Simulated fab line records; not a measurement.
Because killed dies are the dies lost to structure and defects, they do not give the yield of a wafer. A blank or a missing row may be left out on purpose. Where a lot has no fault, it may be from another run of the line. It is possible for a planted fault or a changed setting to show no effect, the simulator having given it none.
Chamber matching ; flow nand harc ; NHARC_A_STAIRCASE_CMP_450 on cmp-04 has 4 sister chambers
The step polishes SiO2, target thk 200 nm. 16 wafers are shown with their chamber, then 8 later ones without.

WAFERS PAIRED WITH THEIR CHAMBERS
wafer;chamber;motor current A (A)
L076.1;2;12.3
L076.4;3;10.8
L076.6;1;13.3
L079.2;3;11.2
L079.5;0;14.3
L079.6;3;10.0
L081.2;0;14.7
L081.5;0;14.9
L081.6;1;14.3
L084.1;0;14.3
L084.3;3;11.4
L084.4;2;12.2
L088.3;2;12.1
L088.5;2;11.9
L088.6;3;11.2
L089.1;0;14.4

SIGNATURES (means of the wafers above)
reading;chamber 0;chamber 1;chamber 2;chamber 3;scatter within a chamber
motor current A;14.520;13.800;12.125;10.920;0.421
Rule: for a wafer and a chamber, the distance is found by dividing, reading by reading, the gap between the wafer's reading and the chamber's mean by the reading's scatter, squaring, summing and taking the root. If the next closest chamber is less than 2 further off than the closest, the wafer can't be placed; otherwise it belongs to the closest. The scatter: take each reading less its chamber's mean, square it, sum over the shown wafers, divide by the number of wafers less the number of chambers, and take the root.

WAFERS WITHOUT THEIR CHAMBER
wafer;motor current A (A)
L089.3;11.8
L089.6;13.4
L093.1;12.9
L093.2;14.7
L093.6;10.9
L096.2;14.8
L096.3;12.4
L096.4;10.7

EACH ONE'S CHAMBER
wafer;from the rows above;in truth
L089.3;can't be placed: 2 or 3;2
L089.6;can't be placed: 1 or 0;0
L093.1;can't be placed: 2 or 1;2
L093.2;can't be placed: 0 or 1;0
L093.6;3;3
L096.2;can't be placed: 0 or 1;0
L096.3;2;2
L096.4;3;3
Correctly placed: 3 of 8. Not placeable from these rows: 5 (in 5, the candidates include the true chamber). Number placed wrongly: 0.
